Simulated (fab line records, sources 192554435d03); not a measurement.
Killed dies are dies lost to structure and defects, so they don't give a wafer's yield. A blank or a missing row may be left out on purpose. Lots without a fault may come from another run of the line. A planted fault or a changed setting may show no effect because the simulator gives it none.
fab line records -- flow n5-finfet -- part 1 of 2: steps 1 to 15 of 16
[record] lots = 7, wafers = 19, last-day = 17
route steps=1938 shown MOL_CONTACT_COAG@574 BEOL_M4@1111 PASSIVATION@1936
lots that met no fault: from a run of the same line without faults
start-h: hours from the record's first day to the start of the lot's first wafer shown -- wait-h: hours since the lot's step before -- " the same as in the row above -- L1.1+2: a single row standing in for several wafers -- - either no value or no given start -- * or withheld: withheld -- < > ~ a bound
route shown NAME@n: names a module that has steps shown in the file, with the first one's number in the route -- usual: average and standard deviation across the fault-free wafers -- same: alike in all rows -- chamber/n: place in a boat -- sites: per-site readings -- _std_site: their standard deviation -- _edge_site: inner sites' mean taken away from outer sites' mean -- radius-mm: for every site, how far away it sits from the centre of the wafer -- mask NAME#n: copy n -- behind: the most recent tool/chamber to have shaped the wafer -- hold: cause of the lot's hold/its duration in hours/its outcome -- device: the transistor (n, p or np) that didn't switch -- end of line: at the end of the route, the tests of the same wafers -- step lacking rows: just its recipe -- killed: dies lost to structure and defects at the first sort, not the wafer's yield -- map: the dies of a wafer, with x for killed, . for not killed, _ for no die there
set.NAME: the run value of the setting; set.NAME@STEP: its run value at that earlier step -- model.NAME: the simulator's own value behind a step, which no gauge read
a table for each step, a row for each wafer; lots at some steps of the route
services: the hour from which a tool's chamber was out of use, counted from the record's first day as start-h (under 0 if before that day), plus the number of hours and why
[[steps]]
[step N5_MOL_CONTACT_COAG_OVL_MEAS_85]
[recipe] points-per-wafer = 522
[usual] VG_OVL = -0.3/0.7
lot.wafer,tool,chamber,start-h,wait-h,VG_OVL[nm]
L604.2,overlay-02,0,104.64,0.0,0.4
L604.4,overlay-02,0,104.64,0.0,-0.4
L604.6,overlay-02,0,104.64,0.0,0.2
L607.1,overlay-01,0,117.29,0.0,-1.5
L607.3,overlay-01,0,117.29,0.0,-0.9
L607.6,overlay-01,0,117.29,0.0,-0.5
L613.1,overlay-01,0,155.54,0.0,1.3
L613.6,overlay-01,0,155.54,0.0,-0.3
L617.1,overlay-02,0,175.07,0.0,0.1
L617.5,overlay-02,0,175.07,0.0,0.4
L619.1,overlay-02,0,199.20,0.0,-0.2
L619.5,overlay-02,0,199.20,0.0,0.0
L619.6,overlay-02,0,199.20,0.0,-0.8
L621.3,overlay-01,0,202.15,0.0,-2.3
L621.4,overlay-01,0,202.15,0.0,-1.2
L621.5,overlay-01,0,202.15,0.0,-2.9
L624.1,overlay-02,0,224.35,0.0,-0.8
L624.3,overlay-02,0,224.35,0.0,0.1
L624.4,overlay-02,0,224.35,0.0,-0.6
[step N5_MOL_CONTACT_COAG_INSPECT_57]
[recipe] mode = adi, inspect-instrument = brightfield
[usual] raw-defect-count = 220/57
lot.wafer,tool,chamber,start-h,wait-h,raw-defect-count
L604.2,defect-inspect-01,-,104.69,0.0,253
L604.4,defect-inspect-01,-,104.69,0.0,291
L604.6,defect-inspect-01,-,104.69,0.0,261
L607.1,defect-inspect-02,-,117.34,0.1,243
L607.3,defect-inspect-02,-,117.34,0.1,151
L607.6,defect-inspect-02,-,117.34,0.1,147
L613.1,defect-inspect-01,-,155.60,0.1,384
L613.6,defect-inspect-01,-,155.60,0.1,419
L617.1,defect-inspect-01,-,175.13,0.1,185
L617.5,defect-inspect-01,-,175.13,0.1,169
L619.1,defect-inspect-01,-,199.26,0.1,197
L619.5,defect-inspect-01,-,199.26,0.1,205
L619.6,defect-inspect-01,-,199.26,0.1,148
L621.3,defect-inspect-01,-,202.20,0.0,133
L621.4,defect-inspect-01,-,202.20,0.0,204
L621.5,defect-inspect-01,-,202.20,0.0,234
L624.1,defect-inspect-01,-,224.41,0.1,237
L624.3,defect-inspect-01,-,224.41,0.1,231
L624.4,defect-inspect-01,-,224.41,0.1,253
[step N5_MOL_CONTACT_COAG_DESCUM_88]
[recipe] chemistry = O2, time-s = 7, source-power-w = 50, bias-power-w = 20, pressure-mtorr = 20, rf-frequency-hz = 2.712e+07, temp-c = 40, resist = CAR-EUV, o2-flow-sccm = 225
[usual] drypump-motor-current-A = 5.6/0.5, oes-product-au = 0.79/0.096, rf-vpp-V = 243.1/1.4, showerhead-plenum-p-Torr = 2.09/0.077, throttle-valve-pct = 20.44/0.2
lot.wafer,tool,chamber,start-h,wait-h,drypump-motor-current-A,oes-product-au,rf-hours-counter-h,rf-vpp-V,showerhead-plenum-p-Torr,throttle-valve-pct
L604.2,rie-diel-03,3,104.73,0.0,4.8,0.80,92,244.7,2.13,20.67
L604.4,rie-diel-03,1,104.73,0.0,6.3,0.76,152,244.2,2.01,20.20
L604.6,rie-diel-03,3,104.73,0.0,4.8,0.80,-,243.0,2.13,20.68
L607.1,rie-diel-04,2,117.38,0.0,5.7,0.82,83,242.7,2.04,20.37
L607.3,rie-diel-04,1,117.38,0.0,6.2,0.73,161,242.4,2.09,20.51
L607.6,rie-diel-04,3,117.38,0.0,5.4,0.68,-,244.9,2.15,20.46
L613.1,rie-diel-01,0,155.71,0.1,5.7,0.84,77,241.8,2.04,20.19
L613.6,rie-diel-01,2,155.71,0.1,5.0,0.68,-,241.4,1.99,20.91
L617.1,rie-diel-04,2,175.16,0.0,5.7,0.81,106,242.6,2.03,20.40
L617.5,rie-diel-04,2,175.16,0.0,5.7,0.81,-,240.8,2.03,20.41
L619.1,rie-diel-03,0,199.29,0.0,5.1,0.86,62,243.9,2.22,20.31
L619.5,rie-diel-03,0,199.29,0.0,5.1,0.87,-,245.3,2.22,20.30
L619.6,rie-diel-03,3,199.29,0.0,4.8,0.76,-,243.7,2.12,20.73
L621.3,rie-diel-04,3,203.00,0.8,5.4,1.00,2,243.2,2.14,20.14
L621.4,rie-diel-04,2,203.00,0.8,5.7,0.81,-,242.7,2.02,20.43
L621.5,rie-diel-04,3,203.00,0.8,5.4,1.01,-,246.4,2.14,20.13
L624.1,rie-diel-04,2,225.21,0.8,5.7,0.79,127,242.0,2.02,20.44
L624.3,rie-diel-04,3,225.21,0.8,5.4,0.96,12,244.8,2.14,20.16
L624.4,rie-diel-04,0,225.21,0.8,5.5,1.00,1,244.4,2.14,20.05
[step N5_MOL_CONTACT_COAG_ETCH_89]
[recipe] chemistry = N2/H2, target = underlayer, target-depth-a = 130, mask-material = CAR-EUV, time-s = 10.4, ion-energy-ev = 200, pressure-mtorr = 30, source-w = 840, bias-w = 150, n2-flow-sccm = 200, h2-flow-sccm = 200, ends = cleared
[usual] drypump-motor-current-A = 5.6/0.5, etch-rf-on-time-s = 10.42/0.21, oes-product-au = 0.68/0.083, rf-vpp-V = 523.8/2.6, showerhead-plenum-p-Torr = 2.54/0.088, throttle-valve-pct = 17.84/0.2
lot.wafer,tool,chamber,start-h,wait-h,drypump-motor-current-A,etch-rf-on-time-s,oes-product-au,rf-hours-counter-h,rf-vpp-V,showerhead-plenum-p-Torr,throttle-valve-pct
L604.2,rie-diel-03,3,104.76,0.0,4.8,10.45,0.68,92,524.2,2.56,17.81
L604.4,rie-diel-03,1,104.76,0.0,6.3,10.39,0.65,152,520.3,2.46,17.77
L604.6,rie-diel-03,3,104.76,0.0,4.8,10.44,0.68,-,525.8,2.56,17.81
L607.1,rie-diel-04,2,117.41,0.0,5.7,10.33,0.72,83,519.5,2.47,17.83
L607.3,rie-diel-04,1,117.41,0.0,6.2,10.65,0.62,161,524.1,2.56,18.05
L607.6,rie-diel-04,3,117.41,0.0,5.4,10.56,0.59,-,526.1,2.60,17.84
L613.1,rie-diel-01,0,155.74,0.0,5.7,10.60,0.70,77,523.0,2.47,17.61
L613.6,rie-diel-01,2,155.74,0.0,5.0,10.55,0.58,-,520.8,2.39,18.13
L617.1,rie-diel-04,2,175.20,0.0,5.7,10.30,0.69,106,521.6,2.46,17.87
L617.5,rie-diel-04,2,175.20,0.0,5.7,10.18,0.69,-,520.7,2.46,17.88
L619.1,rie-diel-03,0,199.33,0.0,5.1,10.40,0.74,62,527.4,2.70,17.68
L619.5,rie-diel-03,0,199.33,0.0,5.1,10.38,0.74,-,527.2,2.70,17.66
L619.6,rie-diel-03,3,199.33,0.0,4.8,10.39,0.65,-,523.6,2.54,17.86
L621.3,rie-diel-04,3,203.04,0.0,5.4,10.17,0.87,2,526.0,2.60,17.46
L621.4,rie-diel-04,2,203.04,0.0,5.7,10.15,0.69,-,521.8,2.45,17.89
L621.5,rie-diel-04,3,203.04,0.0,5.4,10.05,0.87,-,526.7,2.60,17.46
L624.1,rie-diel-04,2,225.24,0.0,5.7,10.11,0.68,127,521.5,2.45,17.92
L624.3,rie-diel-04,3,225.24,0.0,5.4,9.92,0.84,12,524.7,2.59,17.50
L624.4,rie-diel-04,0,225.24,0.0,5.4,9.99,0.86,1,526.6,2.61,17.41
[step N5_MOL_CONTACT_COAG_ETCH_90]
[recipe] chemistry = CF4, target = SiARC, target-depth-a = 130, mask-material = CAR-EUV, time-s = 21.7, ion-energy-ev = 80, pressure-mtorr = 40, source-w = 545, bias-w = 36, Ar_flow_sccm = 100, cf4-flow-sccm = 100, ends = cleared
[usual] drypump-motor-current-A = 5.6/0.5, etch-rf-on-time-s = 21.7/0.43, mfc-ar-sccm = 100.01/0.28, oes-product-au = 0.68/0.082, rf-vpp-V = 184.0/1.3, showerhead-plenum-p-Torr = 2.14/0.075, throttle-valve-pct = 15.61/0.18
lot.wafer,tool,chamber,start-h,wait-h,drypump-motor-current-A,etch-rf-on-time-s,mfc-ar-sccm,oes-product-au,rf-hours-counter-h,rf-vpp-V,showerhead-plenum-p-Torr,throttle-valve-pct
L604.2,rie-diel-03,3,104.78,0.0,4.8,21.5,100.01,0.68,92,184.9,2.16,15.75
L604.4,rie-diel-03,1,104.78,0.0,6.3,21.7,100.31,0.65,152,182.3,2.06,15.49
L604.6,rie-diel-03,3,104.78,0.0,4.8,21.4,99.94,0.69,-,184.6,2.16,15.75
L607.1,rie-diel-04,2,117.43,0.0,5.7,21.9,99.77,0.71,83,184.3,2.08,15.48
L607.3,rie-diel-04,1,117.43,0.0,6.2,22.0,99.86,0.63,161,184.1,2.14,15.66
L607.6,rie-diel-04,3,117.43,0.0,5.4,21.8,99.62,0.59,-,185.0,2.20,15.75
L613.1,rie-diel-01,0,155.76,0.0,5.7,21.8,99.86,0.71,77,182.4,2.08,15.37
L613.6,rie-diel-01,2,155.76,0.0,5.0,21.9,100.07,0.58,-,182.6,2.02,15.96
L617.1,rie-diel-04,2,175.22,0.0,5.7,21.4,99.87,0.69,106,184.5,2.07,15.54
L617.5,rie-diel-04,2,175.22,0.0,5.7,21.5,99.81,0.70,-,182.8,2.07,15.56
L619.1,rie-diel-03,0,199.35,0.0,5.0,21.2,99.97,0.74,62,186.4,2.28,15.50
L619.5,rie-diel-03,0,199.35,0.0,5.0,21.4,99.61,0.74,-,185.4,2.28,15.50
L619.6,rie-diel-03,3,199.35,0.0,4.8,21.5,99.88,0.66,-,184.6,2.15,15.81
L621.3,rie-diel-04,3,203.06,0.0,5.4,21.0,99.80,0.87,2,186.2,2.19,15.27
L621.4,rie-diel-04,2,203.06,0.0,5.7,21.4,99.92,0.69,-,183.1,2.07,15.56
L621.5,rie-diel-04,3,203.06,0.0,5.4,21.1,100.48,0.86,-,184.0,2.19,15.29
L624.1,rie-diel-04,2,225.26,0.0,5.7,21.3,100.55,0.68,127,181.8,2.07,15.60
L624.3,rie-diel-04,3,225.26,0.0,5.4,20.5,100.05,0.83,12,185.6,2.19,15.31
L624.4,rie-diel-04,0,225.26,0.0,5.5,20.3,100.22,0.87,1,184.1,2.20,15.22
[step N5_MOL_CONTACT_COAG_ALD_131]
[recipe] material = SiO2, target-thk-a = 50, temp-c = 100, ald-precursor-family = BDEAS, ald-co-reactant = O2-plasma, pulse-time-s = 1, co-reactant-pulse-time-s = 1, purge-time-s = 2, co-reactant-purge-time-s = 2, ald-cycles = 35, pressure-torr = 2
[step N5_MOL_CONTACT_COAG_ETCHBACK_132]
[recipe] chemistry = CHF3, target = SiO2, target-depth-a = 100, time-s = 6.7, ion-energy-ev = 200, pressure-mtorr = 30, source-w = 610, bias-w = 170, Ar_flow_sccm = 200, CHF3_flow_sccm = 50
[step N5_MOL_CONTACT_COAG_ETCH_91]
[recipe] chemistry = N2/H2, target = SOC, target-depth-a = 600, overetch-a = 210, mask-material = SiARC, temp-c = 40, time-s = 101.2, ion-energy-ev = 200, pressure-mtorr = 30, source-w = 840, bias-w = 150, n2-flow-sccm = 200, h2-flow-sccm = 200
[step N5_MOL_CONTACT_COAG_STRIP_92]
[recipe] chemistry = N2/H2, temp-c = 40, n2-flow-sccm = 200, h2-flow-sccm = 200, rf-frequency-hz = 6e+07
[step N5_MOL_CONTACT_COAG_STRIP_93]
[recipe] chemistry = N2/H2, temp-c = 40, n2-flow-sccm = 200, h2-flow-sccm = 200, rf-frequency-hz = 6e+07
[step N5_MOL_CONTACT_COAG_ETCHBACK_135]
[recipe] chemistry = CHF3, target = SiO2, target-depth-a = 250, time-s = 16.7, ion-energy-ev = 200, pressure-mtorr = 30, source-w = 610, bias-w = 170, Ar_flow_sccm = 200, CHF3_flow_sccm = 50
[usual] CHF3_flow_sccm = 50.02/0.13, drypump-motor-current-A = 5.5/0.48, mfc-ar-sccm = 200.1/0.57, oes_f_703_au = 0.78/0.086, oes-product-au = 0.78/0.089, rf-vpp-V = 526/11, showerhead-plenum-p-Torr = 2.37/0.084, throttle-valve-pct = 18.73/0.17
lot.wafer,tool,chamber,start-h,wait-h,CHF3_flow_sccm,drypump-motor-current-A,mfc-ar-sccm,oes_f_703_au,oes-product-au,rf-hours-counter-h,rf-vpp-V,showerhead-plenum-p-Torr,throttle-valve-pct
L604.2,rie-diel-04,1,105.67,0.0,50.01,6.2,199.7,0.74,0.73,157,527,2.38,18.79
L604.4,rie-diel-04,2,105.67,0.0,50.08,5.7,200.4,0.83,0.84,80,539,2.31,18.62
L604.6,rie-diel-04,2,105.67,0.0,50.12,5.7,200.4,0.82,0.84,-,538,2.31,18.61
L607.1,rie-diel-04,0,117.92,0.0,50.06,5.5,199.3,0.72,0.70,231,508,2.45,18.74
L607.3,rie-diel-04,3,117.92,0.0,50.19,5.4,200.6,0.71,0.68,233,531,2.45,18.86
L607.6,rie-diel-04,0,117.92,0.0,49.97,5.4,199.6,0.72,0.69,-,508,2.45,18.76
L613.1,rie-diel-04,2,156.15,0.0,50.27,5.7,199.6,0.80,0.82,98,539,2.31,18.65
L613.6,rie-diel-04,1,156.15,0.0,49.92,6.2,201.2,0.72,0.72,-,526,2.37,18.81
L617.1,rie-diel-04,1,175.60,0.0,50.01,6.2,200.2,0.72,0.71,183,526,2.37,18.83
L617.5,rie-diel-04,2,175.60,0.0,50.07,5.7,200.5,0.81,0.81,-,539,2.30,18.67
L619.1,rie-diel-04,3,199.99,0.0,50.01,5.4,200.9,1.04,1.01,0,526,2.45,18.49
L619.5,rie-diel-04,3,199.99,0.0,49.89,5.4,201.2,1.04,1.03,-,527,2.45,18.49
L619.6,rie-diel-04,2,199.99,0.0,50.14,5.7,200.0,0.79,0.81,-,539,2.30,18.68
L621.3,rie-diel-03,0,203.72,0.0,50.03,5.1,200.4,0.85,0.87,64,544,2.53,18.60
L621.4,rie-diel-03,1,203.72,0.0,50.03,6.3,201.5,0.75,0.73,190,528,2.27,18.56
L621.5,rie-diel-03,0,203.72,0.0,50.00,5.1,199.3,0.86,0.87,-,543,2.53,18.62
L624.1,rie-diel-01,0,225.64,0.0,50.15,5.7,199.5,0.80,0.79,105,518,2.30,18.48
L624.3,rie-diel-01,3,225.64,0.0,49.55,5.9,199.8,0.75,0.75,145,536,2.38,18.86
L624.4,rie-diel-01,1,225.64,0.0,50.06,5.1,200.3,0.71,0.70,236,515,2.26,18.98
[step N5_MOL_CONTACT_COAG_STRIP_118]
[recipe] chemistry = CHF3, resist = SiARC, rf-frequency-hz = 6e+07
[step N5_MOL_CONTACT_COAG_VIA_ETCH_46]
[recipe] chemistry = C4F6/O2, target-depth-a = 460, overetch-a = 92, mask-material = SOC, target = SiO2, bias-w = 455, pressure-mtorr = 10, time-s = 40, source-w = 325, Ar_flow_sccm = 300, C4F6_flow_sccm = 10, O2_flow_sccm = 10, ion-energy-ev = 575.3, ends = end-point
[usual] C4F6_flow_sccm = 9.998/0.029, drypump-motor-current-A = 5.5/0.48, mfc-ar-sccm = 299.9/0.94, oes_f_703_au = 0.79/0.086, oes-product-au = 0.70/0.075, rf-vpp-V = 1593/30, showerhead-plenum-p-Torr = 2.83/0.099, throttle-valve-pct = 40.89/0.29
lot.wafer,tool,chamber,start-h,wait-h,C4F6_flow_sccm,drypump-motor-current-A,mfc-ar-sccm,oes_f_703_au,oes-product-au,rf-hours-counter-h,rf-vpp-V,showerhead-plenum-p-Torr,throttle-valve-pct,model.SOC_of_MOL_CONTACT_COAG_COAT_75.thk-nm
L604.2,rie-diel-04,1,105.70,0.0,10.005,6.2,300.1,0.74,0.66,157,1595,2.84,41.11,51
L604.4,rie-diel-04,2,105.70,0.0,10.021,5.7,301.8,0.83,0.75,80,1629,2.76,41.01,51
L604.6,rie-diel-04,2,105.70,0.0,10.025,5.7,299.7,0.83,0.74,-,1630,2.76,41.01,50.8
L607.1,rie-diel-04,0,117.95,0.0,9.988,5.5,299.4,0.72,0.62,231,1542,2.93,41.19,51.2
L607.3,rie-diel-04,3,117.95,0.0,9.973,5.4,299.3,0.71,0.62,233,1606,2.92,40.72,51.2
L607.6,rie-diel-04,0,117.95,0.0,9.952,5.5,300.5,0.72,0.62,-,1541,2.93,41.19,51
L613.1,rie-diel-04,2,156.18,0.0,10.011,5.7,298.3,0.81,0.73,98,1628,2.75,41.04,48
L613.6,rie-diel-04,1,156.18,0.0,9.986,6.2,300.7,0.72,0.65,-,1591,2.83,41.15,48.2
L617.1,rie-diel-04,1,175.63,0.0,10.022,6.2,299.7,0.72,0.65,183,1592,2.83,41.14,48
L617.5,rie-diel-04,2,175.63,0.0,9.989,5.7,301.2,0.80,0.73,-,1625,2.75,41.03,50.6
L619.1,rie-diel-04,3,200.03,0.0,10.029,5.4,299.9,1.04,0.90,0,1593,2.92,40.73,48.2
L619.5,rie-diel-04,3,200.03,0.0,10.031,5.4,301.0,1.04,0.91,-,1593,2.92,40.70,51
L619.6,rie-diel-04,2,200.03,0.0,10.013,5.7,300.5,0.79,0.72,-,1628,2.75,41.07,48
L621.3,rie-diel-03,0,203.76,0.0,10.020,5.1,298.2,0.85,0.76,64,1641,3.01,41.04,50.2
L621.4,rie-diel-03,1,203.76,0.0,9.984,6.4,300.0,0.74,0.66,190,1600,2.71,40.32,50.6
L621.5,rie-diel-03,0,203.76,0.0,9.964,5.1,299.9,0.85,0.77,-,1640,3.01,41.04,50.2
L624.1,rie-diel-01,0,225.68,0.0,9.947,5.7,299.3,0.80,0.72,105,1572,2.74,40.34,50
L624.3,rie-diel-01,3,225.68,0.0,9.944,5.9,300.6,0.75,0.69,145,1621,2.83,40.90,50.2
L624.4,rie-diel-01,1,225.68,0.0,10.046,5.1,299.2,0.71,0.62,236,1564,2.70,41.05,50.2
[step N5_MOL_CONTACT_COAG_STRIP_96]
[recipe] chemistry = N2/H2, power-w = 500, temp-c = 40, pressure-mtorr = 50, rf-frequency-hz = 6e+07, overash-fraction = 0.3, bias-power-w = 28, h2-frac = 0.5, n2-flow-sccm = 300, h2-flow-sccm = 300
[usual] drypump-motor-current-A = 5.6/0.48, oes-product-au = 0.78/0.09, rf-vpp-V = 121.8/1.4, showerhead-plenum-p-Torr = 3.35/0.11, throttle-valve-pct = 18.9/0.31
lot.wafer,tool,chamber,start-h,wait-h,drypump-motor-current-A,oes-product-au,rf-hours-counter-h,rf-vpp-V,showerhead-plenum-p-Torr,throttle-valve-pct
L604.2,rie-diel-04,1,105.77,0.0,6.2,0.73,157,121.5,3.38,19.1
L604.4,rie-diel-04,2,105.77,0.0,5.7,0.84,80,120.8,3.26,19.2
L604.6,rie-diel-04,2,105.77,0.0,5.7,0.83,-,120.5,3.26,19.2
L607.1,rie-diel-04,0,118.02,0.0,5.5,0.68,231,121.9,3.45,18.7
L607.3,rie-diel-04,3,118.02,0.0,5.4,0.68,233,120.4,3.44,18.7
L607.6,rie-diel-04,0,118.02,0.0,5.5,0.68,-,122.4,3.45,18.7
L613.1,rie-diel-04,2,156.25,0.0,5.7,0.81,98,122.0,3.26,19.3
L613.6,rie-diel-04,1,156.25,0.0,6.2,0.72,-,121.3,3.37,19.1
L617.1,rie-diel-04,1,175.70,0.0,6.2,0.71,183,123.0,3.37,19.1
L617.5,rie-diel-04,2,175.70,0.0,5.7,0.80,-,122.0,3.25,19.3
L619.1,rie-diel-04,3,200.09,0.0,5.4,1.01,0,122.5,3.43,18.4
L619.5,rie-diel-04,3,200.09,0.0,5.4,1.03,-,122.7,3.43,18.4
L619.6,rie-diel-04,2,200.09,0.0,5.7,0.80,-,121.1,3.25,19.3
L621.3,rie-diel-03,0,203.82,0.0,5.1,0.87,64,121.7,3.56,18.6
L621.4,rie-diel-03,1,203.82,0.0,6.3,0.72,190,121.6,3.23,18.9
L621.5,rie-diel-03,0,203.82,0.0,5.1,0.87,-,122.5,3.56,18.6
L624.1,rie-diel-01,0,225.74,0.0,5.7,0.81,105,121.4,3.25,18.7
L624.3,rie-diel-01,3,225.74,0.0,5.9,0.76,145,120.3,3.36,19.4
L624.4,rie-diel-01,1,225.74,0.0,5.1,0.70,236,120.6,3.21,19.2
[step N5_BEOL_M4_RC_MEAS_101]
[usual] DIBL_N = 36.4/1.6, DIBL_P = 35.9/2, IOFF_N = 0.152/0.03, IOFF_P = 0.20/0.032, ION_N = 670/12, ION_P = 459/7.3, SS_N = 71.6/0.55, SS_P = 73.2/0.69, VT_N = 251/3.5, VT_P = -252/3.2
lot.wafer,tool,chamber,start-h,wait-h,DIBL_N[mV/V],DIBL_P[mV/V],IOFF_N[nA/um],IOFF_P[nA/um],ION_N[uA/um],ION_P[uA/um],SS_N[mV/dec],SS_P[mV/dec],VT_N[mV],VT_P[mV]
L604.2,prober-01,0,168.97,0.2,39.0,38.2,0.207,0.28,684,471,72.2,74.0,245,-245
L604.4,prober-01,0,168.97,0.2,36.9,36.6,0.151,0.23,668,464,71.6,73.7,249,-247
L604.6,prober-01,0,168.97,0.2,34.1,32.8,0.117,0.18,664,460,70.5,73.5,253,-248
L607.1,prober-01,0,190.73,0.0,37.3,35.0,0.148,0.19,671,458,70.9,73.2,252,-251
L607.3,prober-01,0,190.73,0.0,37.6,35.1,0.141,0.19,661,454,71.7,73.9,252,-252
L607.6,prober-01,0,190.73,0.0,36.0,33.3,0.127,0.18,661,449,71.3,73.0,254,-253
L613.1,prober-01,0,227.76,0.1,39.3,40.3,0.215,0.24,681,455,72.5,74.0,250,-250
L613.6,prober-01,0,227.76,0.1,39.1,40.8,0.215,0.25,690,472,72.1,75.2,248,-251
L617.1,prober-01,0,241.53,0.0,35.8,35.2,0.130,0.18,666,453,71.1,73.6,253,-253
L617.5,prober-01,0,241.53,0.0,35.9,35.9,0.143,0.19,677,466,71.9,73.7,251,-251
L619.1,prober-02,0,267.87,0.0,35.9,33.8,0.139,0.17,672,457,71.1,73.0,252,-251
L619.5,prober-02,0,267.87,0.0,34.7,32.5,0.121,0.16,665,454,71.1,72.6,255,-255
L619.6,prober-02,0,267.87,0.0,37.1,35.3,0.159,0.18,670,452,71.9,73.3,250,-252
L621.3,prober-01,0,283.55,0.3,36.1,37.3,0.156,0.21,672,465,71.8,72.6,250,-248
L621.4,prober-01,0,283.55,0.3,34.7,34.2,0.123,0.17,654,451,71.2,72.0,255,-254
L621.5,prober-01,0,283.55,0.3,35.6,35.9,0.140,0.19,668,459,71.3,72.1,250,-251
L624.1,prober-02,0,306.05,0.0,36.8,36.5,0.158,0.20,662,456,71.7,73.2,252,-252
L624.3,prober-02,0,306.05,0.0,33.8,32.6,0.108,0.15,647,448,70.9,71.8,255,-255
L624.4,prober-02,0,306.05,0.0,34.2,34.1,0.122,0.18,657,455,71.2,73.5,253,-252
[[key]]
first-sign none at tools or gauges
[model-effect] step = N5_MOL_CONTACT_COAG_VIA_ETCH_46, value = SOC_of_MOL_CONTACT_COAG_COAT_75.thk-nm, without = 50.96, struck = 48.08
met-at N5_MOL_CONTACT_COAG_VIA_ETCH_46
struck-wafers L613.1,L613.6,L617.1,L619.1,L619.6
onset-between 117.95 156.18
[fault] kind = process-parameter-drift, tool = rie-diel-04, chamber = -, onset-h = 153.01, steps = N5_MOL_CONTACT_COAG_VIA_ETCH_46, channel = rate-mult, offset = 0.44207, shape = step, end-h = 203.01, scope = struck-wafers-only
